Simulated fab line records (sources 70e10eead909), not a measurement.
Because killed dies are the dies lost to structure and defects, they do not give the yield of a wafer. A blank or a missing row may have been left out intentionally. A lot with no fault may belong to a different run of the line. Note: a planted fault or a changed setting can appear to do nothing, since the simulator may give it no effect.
fab line records	flow nandHarc
record lots=12	wafers=36	lastDay=32
route steps=1302 shown P_BONDPAD@381 A_ZERO_WELL@401 A_SOURCE_PLATE@415 END@1302
lots that met no fault: from a run of the same line without faults
startH: hours from the record's first day to the start of the lot's first wafer shown	waitH: hours since the lot's step before	" repeats the value in the row above	L1.1+2: a single row standing in for several wafers	- value missing, or start not given	* or withheld: withheld	< > ~ a bound
route shown NAME@n: a module of which the file shows steps, and the number in the route of the first	usual: average and standard deviation across the fault-free wafers	same: alike in all rows	chamber/n: place in a boat	sites: each site's reading	_std_site: how widely they spread, as a standard deviation	_edge_site: the outer-site mean with the inner-site mean subtracted	radiusMm: how far each site lies from the wafer's centre	mask NAME#n: copy n	behind: the tool/chamber that last shaped the wafer	hold: what put the lot on hold/how long, in hours/how the hold closed	device: the n, p or np transistor that did not switch	end of line: the same wafers' tests at the end of the route	where a step has no rows: the recipe by itself	killed: dies that structure and defects cost at the first sort, which is not the same as the wafer's yield	map: per-die view of a wafer (x killed, . not killed, _ where there is no die)
set.NAME: the setting that was run; set.NAME@STEP: the one run at that earlier step	model.NAME: the simulator's own value behind a step, which no gauge read
route steps across a sampled set of lots; one table per step, one row per wafer
services: from which hour (startH, from the record's first day; less than 0 if before it) a tool's chamber was out of use, for how many hours, and why
## steps
# step NHARC_P_BONDPAD_THK_MEAS_20
# recipe thkMeasGauge=xrf
# usual thkNm=161.0/1.8
lot.wafer	tool	chamber	startH	waitH	thkNm
L396.3	filmMetro-02	-	135.80	-	161.2
L396.5	"	-	"	"	162.4
L396.6	"	-	"	"	159.6
L398.1	filmMetro-01	-	155.84	-	163.9
L398.3	"	-	"	"	162.0
L398.6	"	-	"	"	163.3
L399.2	filmMetro-01	-	172.15	-	159.3
L399.4	"	-	"	"	161.1
L399.6	"	-	"	"	162.1
L400.2	filmMetro-02	-	175.82	-	161.8
L400.4	"	-	"	"	160.8
L400.6	"	-	"	"	162.1
L403.4	filmMetro-01	-	209.73	-	160.7
L403.5	"	-	"	"	163.4
L403.6	"	-	"	"	163.0
L407.1	filmMetro-02	-	246.80	-	160.5
L407.3	"	-	"	"	161.0
L407.6	"	-	"	"	160.5
L408.1	filmMetro-02	-	254.22	-	161.8
L408.5	"	-	"	"	158.1
L408.6	"	-	"	"	162.9
L411.1	filmMetro-01	-	288.32	-	158.1
L411.2	"	-	"	"	161.9
L411.3	"	-	"	"	162.3
L413.1	filmMetro-01	-	312.25	-	157.3
L413.2	"	-	"	"	157.7
L413.3	"	-	"	"	162.8
L412.1	filmMetro-02	-	313.25	-	161.4
L412.2	"	-	"	"	159.8
L412.5	"	-	"	"	163.4
L415.1	filmMetro-02	-	325.79	-	161.2
L415.3	"	-	"	"	158.9
L415.5	"	-	"	"	161.6
L417.2	filmMetro-02	-	353.81	-	159.2
L417.3	"	-	"	"	161.0
L417.6	"	-	"	"	158.4
# step NHARC_P_BONDPAD_ACTIVATE_29
# recipe timeS=60	n2FlowSccm=200	arFlowSccm=0	biasPowerW=0	chemistry=N2
# usual drypumpMotorCurrentA=5.7/0.63	oesProductAu=1.000/0.015	rfVppV=64.0/1	showerheadPlenumPTorr=1.75/0.08
lot.wafer	tool	chamber	startH	waitH	drypumpMotorCurrentA	oesProductAu	rfHoursCounterH	rfVppV	showerheadPlenumPTorr
L396.3	rieDiel-10	0	136.10	0.1	4.9	0.989	3.2	64.3	1.76
L396.5	"	3	"	"	5.0	1.016	-	64.4	1.85
L396.6	"	0	"	"	4.9	0.995	-	65.0	1.76
L398.1	rieDiel-02	3	156.13	0.1	6.2	1.017	2.7	65.1	1.65
L398.3	"	0	"	"	5.2	0.983	3.1	63.7	1.68
L398.6	"	3	"	"	6.2	1.002	-	64.5	1.65
L399.4	rieDiel-02	0	172.41	0.1	5.2	0.992	3.3	63.1	1.68
L399.2	"	3	"	"	6.2	1.004	2.9	62.1	1.65
L399.6	"	1	"	"	6.7	0.963	-	63.7	1.82
L400.4	rieDiel-01	1	176.10	0.1	5.2	0.997	9.2	64.6	1.90
L400.2	"	2	"	"	5.9	0.980	8.5	64.5	1.72
L400.6	"	1	"	"	5.2	1.008	-	65.8	1.90
L403.4	rieDiel-02	0	209.99	0.1	5.2	0.978	3.7	62.4	1.68
L403.6	"	0	"	"	5.2	0.984	-	63.1	1.68
L403.5	"	1	"	"	6.6	0.968	-	66.7	1.82
L407.1	rieDiel-02	1	247.11	0.1	6.7	0.985	0.8	64.5	1.82
L407.3	"	2	"	"	4.9	0.997	0.9	63.4	1.73
L407.6	"	0	"	"	5.2	0.969	-	65.3	1.68
L408.1	rieDiel-02	0	254.52	0.1	5.2	0.989	0.9	63.7	1.68
L408.5	"	3	"	"	6.2	1.004	-	62.3	1.64
L408.6	"	0	"	"	5.2	0.986	-	63.6	1.68
L411.2	rieDiel-02	3	288.60	0.1	6.2	1.017	1.9	63.0	1.64
L411.3	"	0	"	"	5.2	0.992	1.6	63.5	1.68
L411.1	"	1	"	"	6.6	0.990	1.9	64.9	1.82
L413.3	rieDiel-10	0	312.62	0.1	4.9	1.006	4.6	64.9	1.75
L413.1	"	1	"	"	5.7	0.995	4.2	63.5	1.85
L413.2	"	2	"	"	6.0	1.014	3.6	64.8	1.78
L412.1	rieDiel-02	1	313.52	0.1	6.6	0.989	2.7	65.7	1.82
L412.2	"	0	"	"	5.2	0.979	2.4	62.7	1.68
L412.5	"	2	"	"	5.0	1.005	-	63.4	1.73
L415.1	rieDiel-10	1	326.06	0.1	5.7	1.006	4.9	65.3	1.85
L415.3	"	0	"	"	4.9	0.994	5.3	64.2	1.75
L415.5	"	1	"	"	5.6	1.014	-	63.0	1.85
L417.3	rieDiel-02	3	354.08	0.1	6.2	0.997	3.7	63.7	1.64
L417.2	"	2	"	"	4.9	0.990	4.0	63.8	1.73
L417.6	"	0	"	"	5.2	0.972	-	62.7	1.68
# step NHARC_A_ZERO_WELL_CD_MEAS_10
# recipe targetCdNm=2000	landingEnergyEv=500
# usual cdNm=2000.4/2.3
lot.wafer	tool	chamber	startH	waitH	cdNm
L396.3	cdSem-03	0	137.21	-	1999.4
L396.5	"	0	"	"	1997.4
L396.6	"	0	"	"	2002.2
L398.1	cdSem-03	0	157.34	-	1998.6
L398.3	"	0	"	"	1997.5
L398.6	"	0	"	"	2001.9
L399.2	cdSem-03	0	173.67	-	2005.7
L399.4	"	0	"	"	2004.9
L399.6	"	0	"	"	2002.0
L400.2	cdSem-01	0	177.42	-	2000.8
L400.4	"	0	"	"	1999.0
L400.6	"	0	"	"	1997.3
L403.4	cdSem-02	0	211.13	-	1999.7
L403.5	"	0	"	"	1999.6
L403.6	"	0	"	"	2004.1
L407.1	cdSem-01	0	248.22	-	2001.8
L407.3	"	0	"	"	2001.3
L407.6	"	0	"	"	1997.3
L408.1	cdSem-03	0	255.77	-	2002.9
L408.5	"	0	"	"	2000.8
L408.6	"	0	"	"	2000.7
L411.1	cdSem-01	0	289.83	-	2000.6
L411.2	"	0	"	"	2002.6
L411.3	"	0	"	"	2000.4
L413.1	cdSem-03	0	313.93	-	1999.9
L413.2	"	0	"	"	2000.3
L413.3	"	0	"	"	1999.9
L412.1	cdSem-03	0	314.76	-	2003.2
L412.2	"	0	"	"	2005.2
L412.5	"	0	"	"	2002.6
L415.1	cdSem-02	0	327.30	-	2002.4
L415.3	"	0	"	"	2004.8
L415.5	"	0	"	"	2003.5
L417.2	cdSem-01	0	355.34	-	1997.6
L417.3	"	0	"	"	1999.7
L417.6	"	0	"	"	1998.9
# step NHARC_A_SOURCE_PLATE_OXIDE_02
# recipe targetThkA=100	tempC=900	oxTimeS=1362	material=SiO2
# usual oxTempC=900.0/0.42	oxTimeS=1362/0	zonePowerBottomPct=27.1/0.52
lot.wafer	tool	chamber	startH	waitH	oxTempC	oxTimeS	zonePowerBottomPct
L396.3	furnace-03	0	141.42	-	899.5	1362	26.4
L396.5	"	0	"	"	900.1	1362	26.9
L396.6	"	0	"	"	899.6	1362	26.4
L398.1	furnace-06	0	162.05	-	899.4	1362	27.3
L398.3	"	0	"	"	899.2	1362	27.7
L398.6	"	0	"	"	899.9	1362	27.9
L399.2	furnace-06	0	179.85	-	899.9	1362	27.9
L399.4	"	0	"	"	900.1	1362	27.7
L399.6	"	0	"	"	900.0	1362	27.3
L400.2	furnace-06	0	179.85	-	900.0	1362	27.4
L400.4	"	0	"	"	900.4	1362	27.6
L400.6	"	0	"	"	899.8	1362	27.5
L403.4	furnace-06	0	215.82	-	900.0	1362	27.3
L403.5	"	0	"	"	900.1	1362	27.4
L403.6	"	0	"	"	900.4	1362	27.0
L407.1	furnace-06	0	252.96	-	900.1	1362	27.2
L407.3	"	0	"	"	900.1	1362	27.5
L407.6	"	0	"	"	900.5	1362	27.4
L407.1	furnace-01	0	257.50	0.9	900.0	1362	26.4
L407.3	"	0	"	"	899.5	1362	27.2
L407.6	"	0	"	"	900.1	1362	26.7
L408.1	furnace-06	0	260.48	-	900.0	1362	27.9
L408.5	"	0	"	"	900.7	1362	27.4
L408.6	"	0	"	"	900.3	1362	27.8
L411.1	furnace-06	-	293.50	-	-	-	-
L411.2	"	-	"	"	-	-	-
L411.3	"	-	"	"	-	-	-
L411.1	furnace-01	0	297.47	0.3	899.5	1362	26.9
L411.2	"	0	"	"	899.9	1362	26.9
L411.3	"	0	"	"	899.8	1362	27.2
L412.1	furnace-06	0	318.74	-	899.8	1362	27.2
L412.2	"	0	"	"	900.3	1362	27.2
L412.5	"	0	"	"	900.3	1362	27.4
L413.1	furnace-06	0	318.74	-	900.5	1362	27.4
L413.2	"	0	"	"	900.6	1362	27.6
L413.3	"	0	"	"	900.3	1362	27.0
L415.1	furnace-06	0	332.03	-	900.0	1362	27.0
L415.3	"	0	"	"	899.8	1362	27.4
L415.5	"	0	"	"	899.3	1362	27.7
L417.2	furnace-06	0	360.03	-	900.0	1362	27.3
L417.3	"	0	"	"	900.1	1362	27.0
L417.6	"	0	"	"	899.7	1362	27.1
# step NHARC_A_SOURCE_PLATE_THK_MEAS_09
# recipe thkMeasGauge=ellipsometry
# usual thkNm=9.8/1.1
lot.wafer	tool	chamber	startH	waitH	thkNm
L396.3	filmMetro-02	-	145.51	0.4	10.0
L396.5	"	-	"	"	11.4
L396.6	"	-	"	"	11.4
L398.1	filmMetro-01	-	166.18	0.4	9.7
L398.3	"	-	"	"	10.1
L398.6	"	-	"	"	10.0
L399.2	filmMetro-01	-	183.93	0.4	10.6
L399.4	"	-	"	"	11.9
L399.6	"	-	"	"	10.1
L400.2	filmMetro-02	-	183.93	0.4	9.4
L400.4	"	-	"	"	10.0
L400.6	"	-	"	"	10.1
L403.4	filmMetro-02	-	219.88	0.4	10.2
L403.5	"	-	"	"	10.5
L403.6	"	-	"	"	10.5
L407.1	filmMetro-02	-	261.88	0.7	16.4
L407.3	"	-	"	"	14.2
L407.6	"	-	"	"	14.7
L408.1	filmMetro-01	-	264.55	0.4	10.2
L408.5	"	-	"	"	8.5
L408.6	"	-	"	"	9.5
L411.1	filmMetro-01	-	301.87	0.7	15.3
L411.2	"	-	"	"	15.2
L411.3	"	-	"	"	15.9
L413.1	filmMetro-02	-	322.74	0.4	9.0
L413.2	"	-	"	"	7.7
L413.3	"	-	"	"	10.6
L412.1	filmMetro-01	-	322.74	0.4	9.8
L412.2	"	-	"	"	10.9
L412.5	"	-	"	"	11.2
L415.1	filmMetro-02	-	336.14	0.4	11.4
L415.3	"	-	"	"	9.2
L415.5	"	-	"	"	8.1
L417.2	filmMetro-02	-	364.15	0.4	9.7
L417.3	"	-	"	"	10.6
L417.6	"	-	"	"	10.6
# step NHARC_END_SORT_01
# recipe tempC=25
# usual killedAtArray=52/19	killedAtOther=1.0/1.2	killedAtPeriphery=4.1/2.8	killedDies=57/19	killedOpen=3.1/1.7	killedShort=2.5/1.5
# same grossDies=677
lot.wafer	tool	chamber	startH	waitH	killedAtArray	killedAtOther	killedAtPeriphery	killedDies	killedOpen	killedShort
L396.3	prober-01	0	550.81	3.1	88	0	1	89	3	2
L396.5	prober-01	0	552.42	3.7	70	0	8	78	3	3
L396.6	prober-01	0	553.23	4.0	72	0	4	76	2	4
L398.1	prober-01	0	575.16	2.5	39	0	5	44	5	2
L398.3	prober-01	0	576.75	3.1	49	0	4	53	3	2
L398.6	prober-01	0	579.12	4.0	72	0	4	76	2	2
L399.2	prober-02	0	575.99	2.8	65	0	6	71	4	4
L399.4	prober-02	0	577.59	3.4	52	3	3	58	3	1
L399.6	prober-02	0	579.19	4.0	47	0	5	52	3	2
L400.2	prober-01	0	585.91	2.8	33	1	1	35	2	2
L400.4	prober-01	0	587.48	3.4	59	0	4	63	3	2
L400.6	prober-01	0	589.05	3.9	47	1	4	52	2	2
L403.4	prober-01	0	626.71	3.4	49	2	3	54	5	2
L403.5	prober-01	0	627.51	3.7	89	0	0	89	2	1
L403.6	prober-01	0	628.31	4.0	51	1	3	55	1	2
L408.1	prober-01	0	674.86	2.5	17	2	12	31	3	2
L408.5	prober-01	0	678.01	3.6	20	4	4	28	2	2
L408.6	prober-01	0	678.79	3.9	22	1	7	30	2	3
L407.1	prober-02	0	674.91	2.5	55	1	8	64	1	1
L407.3	prober-02	0	676.53	3.1	59	2	4	65	2	1
L407.6	prober-02	0	678.95	4.0	40	0	9	49	1	1
L411.1	prober-02	0	693.70	2.5	24	0	0	24	4	2
L411.2	prober-02	0	694.49	2.8	61	1	3	65	8	2
L411.3	prober-02	0	695.29	3.1	47	1	2	50	6	4
L412.1	prober-01	0	718.37	2.5	64	1	7	72	5	3
L412.2	prober-01	0	719.17	2.8	57	0	3	60	3	5
L412.5	prober-01	0	721.58	3.7	58	0	3	61	4	2
L413.1	prober-02	0	718.40	2.5	53	7	1	61	2	2
L413.2	prober-02	0	719.20	2.8	39	2	4	45	7	4
L413.3	prober-02	0	720.01	3.1	48	4	5	57	5	2
L415.1	prober-01	0	749.31	2.5	53	2	0	55	3	2
L415.3	prober-01	0	750.89	3.1	62	0	4	66	4	0
L415.5	prober-01	0	752.47	3.7	67	1	1	69	2	4
L417.2	prober-01	0	771.79	2.8	42	1	1	44	2	5
L417.3	prober-01	0	772.58	3.1	20	0	1	21	2	1
L417.6	prober-01	0	774.96	4.0	34	1	3	38	2	2
# killed by level:class
L396.3 A_CHANNEL_HOLE_D1:chamberFilmFlake=36 A_CHANNEL_HOLE_D2:chamberFilmFlake=26 A_SLIT:chamberFilmFlake=12 A_ONON_D2:geometricParticle:open=2 A_CHANNEL_FILL_D1:chamberFilmFlake=2 A_CHANNEL_FILL_D2:chamberFilmFlake=2 A_STAIRCASE:chamberFilmFlake=2 A_CONTACT:chamberFilmFlake=2
L396.5 A_SLIT:chamberFilmFlake=23 A_CHANNEL_HOLE_D1:chamberFilmFlake=15 A_CHANNEL_HOLE_D2:chamberFilmFlake=14 A_STAIRCASE:chamberFilmFlake=7 P_GATE:chamberFilmFlake=4 P_M2:chamberFilmFlake=3 A_CHANNEL_FILL_D2:chamberFilmFlake=2 A_CONTACT:chamberFilmFlake=2
L396.6 A_CHANNEL_HOLE_D1:chamberFilmFlake=25 A_CHANNEL_HOLE_D2:chamberFilmFlake=17 A_SLIT:chamberFilmFlake=9 A_CONTACT:chamberFilmFlake=7 A_CHANNEL_FILL_D1:chamberFilmFlake=3 A_CHANNEL_FILL_D2:chamberFilmFlake=3 A_STAIRCASE:chamberFilmFlake=3 P_GATE:chamberFilmFlake=2
L398.1 A_CHANNEL_HOLE_D1:chamberFilmFlake=15 A_SLIT:chamberFilmFlake=10 A_CONTACT:chamberFilmFlake=4 P_STI:chamberFilmFlake=3 A_DECK1_JOINT:geometricParticle:open=2 P_CONTACT:geometricParticle:open=1 A_ONON_D2:geometricParticle:short=1 A_ONON_D2:geometricParticle:open=1
L399.2 A_CHANNEL_HOLE_D1:chamberFilmFlake=39 A_CHANNEL_HOLE_D2:chamberFilmFlake=6 A_WL_FILL:chamberFilmFlake=6 A_STAIRCASE:chamberFilmFlake=5 A_CHANNEL_HOLE_D2:geometricParticle:short=2 P_GATE:chamberFilmFlake=2 P_GATE:geometricParticle:short=1 P_GATE:geometricParticle:open=1
L398.3 A_CHANNEL_HOLE_D1:chamberFilmFlake=24 A_SLIT:chamberFilmFlake=9 P_GATE:chamberFilmFlake=2 A_CHANNEL_HOLE_D2:chamberFilmFlake=2 A_STAIRCASE:chamberFilmFlake=2 A_SGD_CUT:chamberFilmFlake=2 A_WL_FILL:chamberFilmFlake=2 A_CONTACT:chamberFilmFlake=2
L399.4 A_CHANNEL_HOLE_D1:chamberFilmFlake=23 A_CHANNEL_HOLE_D2:chamberFilmFlake=14 A_WL_FILL:chamberFilmFlake=4 A_STAIRCASE:chamberFilmFlake=3 A_CONTACT:chamberFilmFlake=3 THIN_TSV:chamberFilmFlake=3 A_CHANNEL_HOLE_D2:geometricParticle:open=2 P_GATE:geometricParticle:short=1
L398.6 A_SLIT:chamberFilmFlake=31 A_CHANNEL_HOLE_D1:chamberFilmFlake=23 A_CONTACT:chamberFilmFlake=5 A_STAIRCASE:chamberFilmFlake=5 A_CHANNEL_HOLE_D2:chamberFilmFlake=3 P_ZERO_WELL:chamberFilmFlake=2 P_STI:geometricParticle:short=1 A_DECK1_JOINT:geometricParticle:open=1
L399.6 A_CHANNEL_HOLE_D1:chamberFilmFlake=30 A_STAIRCASE:chamberFilmFlake=4 A_CHANNEL_HOLE_D2:chamberFilmFlake=3 A_WL_FILL:chamberFilmFlake=3 P_CONTACT:geometricParticle:open=1 P_M2:geometricParticle:open=1 A_ONON_D1:geometricParticle:open=1 A_ONON_D2:geometricParticle:short=1
L400.2 A_CHANNEL_HOLE_D2:chamberFilmFlake=19 A_CHANNEL_HOLE_D1:chamberFilmFlake=3 A_STAIRCASE:chamberFilmFlake=2 A_SLIT:chamberFilmFlake=2 A_WL_FILL:chamberFilmFlake=2 A_CHANNEL_FILL_D1:geometricParticle:open=1 A_DECK1_JOINT:geometricParticle:short=1 A_ONON_D2:geometricParticle:short=1
L400.4 A_CHANNEL_HOLE_D2:chamberFilmFlake=42 A_SLIT:chamberFilmFlake=5 A_WL_FILL:chamberFilmFlake=4 A_CHANNEL_HOLE_D1:chamberFilmFlake=2 A_STAIRCASE:chamberFilmFlake=2 P_CONTACT:geometricParticle:short=1 P_M0:geometricParticle:open=1 A_CHANNEL_FILL_D1:geometricParticle:open=1
L400.6 A_CHANNEL_HOLE_D2:chamberFilmFlake=30 A_SLIT:chamberFilmFlake=4 A_WL_FILL:chamberFilmFlake=3 A_CONTACT:chamberFilmFlake=3 P_ZERO_WELL:chamberFilmFlake=2 A_STAIRCASE:chamberFilmFlake=2 P_CONTACT:geometricParticle:open=1 A_DECK1_JOINT:geometricParticle:short=1
L403.4 A_CHANNEL_HOLE_D2:chamberFilmFlake=21 A_SLIT:chamberFilmFlake=11 A_STAIRCASE:chamberFilmFlake=4 A_CHANNEL_HOLE_D1:chamberFilmFlake=2 THIN_TSV:chamberFilmFlake=2 A_WL_FILL:chamberFilmFlake=2 P_CONTACT:geometricParticle:open=1 P_M0:geometricParticle:open=1
L403.5 A_CHANNEL_HOLE_D2:chamberFilmFlake=38 A_SLIT:chamberFilmFlake=30 A_STAIRCASE:chamberFilmFlake=5 A_CHANNEL_HOLE_D1:chamberFilmFlake=4 A_CHANNEL_FILL_D1:chamberFilmFlake=2 A_WL_FILL:chamberFilmFlake=2 A_CONTACT:chamberFilmFlake=2 A_CHANNEL_FILL_D1:geometricParticle:open=1
L403.6 A_CHANNEL_HOLE_D2:chamberFilmFlake=19 A_SLIT:chamberFilmFlake=12 A_STAIRCASE:chamberFilmFlake=9 A_CONTACT:chamberFilmFlake=3 P_GATE:chamberFilmFlake=2 A_CHANNEL_FILL_D1:chamberFilmFlake=2 A_WL_FILL:chamberFilmFlake=2 A_SOURCE_PLATE:geometricParticle:open=1
L408.1 P_GATE:chamberFilmFlake=6 A_CHANNEL_HOLE_D1:chamberFilmFlake=5 P_BONDPAD:chamberFilmFlake=5 A_CONTACT:chamberFilmFlake=4 A_WL_FILL:chamberFilmFlake=2 A_ONON_D1:geometricParticle:short=1 A_CHANNEL_HOLE_D1:geometricParticle:short=1 A_ONON_D2:geometricParticle:open=1
L407.1 A_SLIT:chamberFilmFlake=16 A_CHANNEL_HOLE_D2:chamberFilmFlake=13 A_CHANNEL_HOLE_D1:chamberFilmFlake=10 A_CONTACT:chamberFilmFlake=7 A_STAIRCASE:chamberFilmFlake=6 P_CONTACT:chamberFilmFlake=4 P_ZERO_WELL:chamberFilmFlake=3 P_CONTACT:geometricParticle:open=1
L407.3 A_SLIT:chamberFilmFlake=33 A_CHANNEL_HOLE_D1:chamberFilmFlake=8 A_CHANNEL_HOLE_D2:chamberFilmFlake=5 A_STAIRCASE:chamberFilmFlake=5 A_CONTACT:chamberFilmFlake=3 P_CONTACT:chamberFilmFlake=2 A_CHANNEL_HOLE_D2:unspecified=2 A_CHANNEL_FILL_D1:geometricParticle:short=1
L408.5 A_CHANNEL_HOLE_D1:chamberFilmFlake=7 A_SLIT:chamberFilmFlake=6 P_GATE:chamberFilmFlake=2 P_BONDPAD:chamberFilmFlake=2 A_CONTACT:chamberFilmFlake=2 HYBRID_BOND:chamberFilmFlake=2 A_ONON_D1:geometricParticle:open=1 A_WL_FILL:geometricParticle:short=1
L408.6 A_CHANNEL_HOLE_D1:chamberFilmFlake=6 P_GATE:chamberFilmFlake=5 A_WL_FILL:chamberFilmFlake=5 A_CONTACT:chamberFilmFlake=3 A_STAIRCASE:chamberFilmFlake=2 A_SLIT:chamberFilmFlake=2 P_M1:geometricParticle:short=1 A_WL_FILL:geometricParticle:open=1
L407.6 A_SLIT:chamberFilmFlake=13 A_CHANNEL_HOLE_D1:chamberFilmFlake=11 P_CONTACT:chamberFilmFlake=6 A_STAIRCASE:chamberFilmFlake=6 A_CHANNEL_HOLE_D2:chamberFilmFlake=4 A_CONTACT:chamberFilmFlake=3 P_M0:geometricParticle:open=1 A_CHANNEL_FILL_D1:geometricParticle:short=1
L411.1 A_CHANNEL_HOLE_D2:chamberFilmFlake=7 A_SLIT:chamberFilmFlake=6 A_CONTACT:chamberFilmFlake=3 A_CHANNEL_FILL_D1:geometricParticle:short=2 A_ONON_D1:geometricParticle:open=1 A_CHANNEL_FILL_D1:geometricParticle:open=1 A_BLC:geometricParticle:open=1 A_M0:geometricParticle:open=1
L411.2 A_SLIT:chamberFilmFlake=27 A_CHANNEL_HOLE_D2:chamberFilmFlake=16 A_CHANNEL_HOLE_D1:chamberFilmFlake=5 A_CHANNEL_FILL_D2:geometricParticle:open=3 A_DECK1_JOINT:geometricParticle:open=2 A_WL_FILL:chamberFilmFlake=2 A_CONTACT:chamberFilmFlake=2 P_CONTACT:geometricParticle:short=1
L411.3 A_CHANNEL_HOLE_D2:chamberFilmFlake=19 A_SLIT:chamberFilmFlake=13 A_CHANNEL_FILL_D1:geometricParticle:open=2 A_M0:geometricParticle:open=2 A_WL_FILL:chamberFilmFlake=2 P_STI:geometricParticle:short=1 A_CHANNEL_FILL_D1:geometricParticle:short=1 A_ONON_D2:geometricParticle:short=1
L412.1 A_SLIT:chamberFilmFlake=32 A_CHANNEL_HOLE_D2:chamberFilmFlake=12 A_WL_FILL:chamberFilmFlake=5 A_CHANNEL_FILL_D1:chamberFilmFlake=4 A_CONTACT:chamberFilmFlake=3 A_SGD_CUT:geometricParticle:short=2 P_GATE:chamberFilmFlake=2 P_STI:geometricParticle:open=1
L413.1 A_CHANNEL_HOLE_D1:chamberFilmFlake=38 THIN_TSV:chamberFilmFlake=7 A_STAIRCASE:chamberFilmFlake=5 A_ZERO_WELL:chamberFilmFlake=3 A_CONTACT:chamberFilmFlake=2 P_CONTACT:geometricParticle:open=1 A_ONON_D1:geometricParticle:short=1 A_DECK1_JOINT:geometricParticle:open=1
L412.2 A_CHANNEL_HOLE_D2:chamberFilmFlake=14 A_SLIT:chamberFilmFlake=13 A_CHANNEL_HOLE_D1:chamberFilmFlake=11 A_STAIRCASE:chamberFilmFlake=5 A_CONTACT:chamberFilmFlake=3 A_ONON_D1:geometricParticle:short=2 P_GATE:chamberFilmFlake=2 A_CHANNEL_FILL_D1:chamberFilmFlake=2
L413.2 A_CHANNEL_HOLE_D1:chamberFilmFlake=19 A_CONTACT:chamberFilmFlake=5 A_STAIRCASE:chamberFilmFlake=3 P_CONTACT:geometricParticle:open=2 A_CHANNEL_FILL_D2:geometricParticle:open=2 A_SLIT:chamberFilmFlake=2 THIN_TSV:chamberFilmFlake=2 P_M0:geometricParticle:open=1
L413.3 A_CHANNEL_HOLE_D1:chamberFilmFlake=33 A_STAIRCASE:chamberFilmFlake=5 A_CONTACT:chamberFilmFlake=5 THIN_TSV:chamberFilmFlake=3 P_CONTACT:geometricParticle:open=2 P_M2:chamberFilmFlake=2 A_CHANNEL_HOLE_D1:geometricParticle:short=1 P_M0:geometricParticle:open=1
L412.5 A_SLIT:chamberFilmFlake=27 A_CHANNEL_HOLE_D2:chamberFilmFlake=9 A_CHANNEL_HOLE_D1:chamberFilmFlake=7 A_STAIRCASE:chamberFilmFlake=4 A_CONTACT:chamberFilmFlake=3 A_WL_FILL:chamberFilmFlake=2 P_CONTACT:geometricParticle:short=1 P_M0:geometricParticle:open=1
L415.1 A_CHANNEL_HOLE_D1:chamberFilmFlake=22 A_CHANNEL_HOLE_D2:chamberFilmFlake=9 A_SLIT:chamberFilmFlake=7 A_CONTACT:chamberFilmFlake=6 A_WL_FILL:geometricParticle:open=2 A_ZERO_WELL:chamberFilmFlake=2 THIN_TSV:chamberFilmFlake=2 A_SOURCE_PLATE:geometricParticle:short=1
L415.3 A_CHANNEL_HOLE_D1:chamberFilmFlake=21 A_CHANNEL_HOLE_D2:chamberFilmFlake=21 A_CONTACT:chamberFilmFlake=9 A_SLIT:chamberFilmFlake=3 A_ZERO_WELL:chamberFilmFlake=3 A_STAIRCASE:chamberFilmFlake=2 P_CONTACT:geometricParticle:open=1 P_M0:geometricParticle:open=1
L415.5 A_CHANNEL_HOLE_D1:chamberFilmFlake=18 A_CHANNEL_HOLE_D2:chamberFilmFlake=16 A_CONTACT:chamberFilmFlake=12 A_SLIT:chamberFilmFlake=8 A_STAIRCASE:chamberFilmFlake=4 A_SOURCE_PLATE:geometricParticle:short=1 A_ONON_D1:geometricParticle:short=1 A_ONON_D2:geometricParticle:open=1
L417.2 A_CHANNEL_HOLE_D1:chamberFilmFlake=15 A_CONTACT:chamberFilmFlake=7 A_STAIRCASE:chamberFilmFlake=5 A_SLIT:chamberFilmFlake=4 A_DECK1_JOINT:chamberFilmFlake=3 A_WL_FILL:geometricParticle:short=2 A_ONON_D1:geometricParticle:short=1 A_ONON_D2:geometricParticle:open=1
L417.3 A_CHANNEL_HOLE_D1:chamberFilmFlake=7 A_SLIT:chamberFilmFlake=6 A_STAIRCASE:chamberFilmFlake=3 P_GATE:geometricParticle:short=1 A_DECK1_JOINT:geometricParticle:open=1 A_BLC:geometricParticle:open=1 A_CHANNEL_FILL_D1:chamberFilmFlake=1 A_CONTACT:chamberFilmFlake=1
L417.6 A_CHANNEL_HOLE_D1:chamberFilmFlake=16 A_SLIT:chamberFilmFlake=7 A_CONTACT:chamberFilmFlake=6 A_STAIRCASE:chamberFilmFlake=2 P_M1:geometricParticle:open=1 P_M1:geometricParticle:short=1 P_M2:geometricParticle:open=1 A_WL_FILL:geometricParticle:short=1
## services
tool	chamber	startH	hours	kind
rieDiel-02	0	122.20	-	clean
rieDiel-02	1	122.20	-	clean
rieDiel-02	2	122.20	-	clean
rieDiel-02	3	122.20	-	clean
rieDiel-10	1	144.07	1.7	repair
rieDiel-02	0	146.70	-	clean
rieDiel-02	1	146.70	-	clean
rieDiel-02	2	146.70	-	clean
rieDiel-02	3	146.70	-	clean
rieDiel-02	1	172.77	5.8	repair
rieDiel-01	0	185.15	2.8	repair
rieDiel-10	1	186.43	8.2	repair
rieDiel-02	0	193.02	16.8	repair
rieDiel-01	-	203.80	9.0	pm
rieDiel-10	0	206.15	3.0	repair
furnace-01	-	206.39	26.0	pm
rieDiel-02	-	207.39	1.0	repair
rieDiel-02	-	216.70	9.0	pm
rieDiel-10	-	242.57	9.0	pm
rieDiel-02	0	255.60	7.1	repair
rieDiel-01	2	294.55	8.8	repair
furnace-03	-	297.91	26.0	pm
rieDiel-01	-	307.05	0.8	repair
rieDiel-10	1	321.33	4.5	repair
## key
firstSign step=NHARC_A_SOURCE_PLATE_OXIDE_02	reading=visit	direction=added
effect step=NHARC_A_SOURCE_PLATE_OXIDE_02	reading=toolRecord	direction=missing
effect step=NHARC_A_SOURCE_PLATE_THK_MEAS_09	reading=thkNm	direction=up	sigmas=5.1	usual=9.8	struck=15.3
metAt NHARC_A_SOURCE_PLATE_OXIDE_02
struckLots L407,L411
testerLeftOut L407,L411
notActingAt NHARC_P_BONDPAD_THK_MEAS_20,NHARC_P_BONDPAD_ACTIVATE_29,NHARC_A_ZERO_WELL_CD_MEAS_10
fault kind=repeatedStepWhole	tool=furnace-03,furnace-06	chamber=-	onsetH=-	steps=NHARC_A_SOURCE_PLATE_OXIDE_02	times=1	scope=struckLotsOnly
# testerLeftOut: of these lots the tester's yield and bins aren't shown, on N5 and GAA mostly nor the transistor test; their killed dies are dies lost to structure and defects alone, not to doping, threshold or leakage, so they don't give the yield
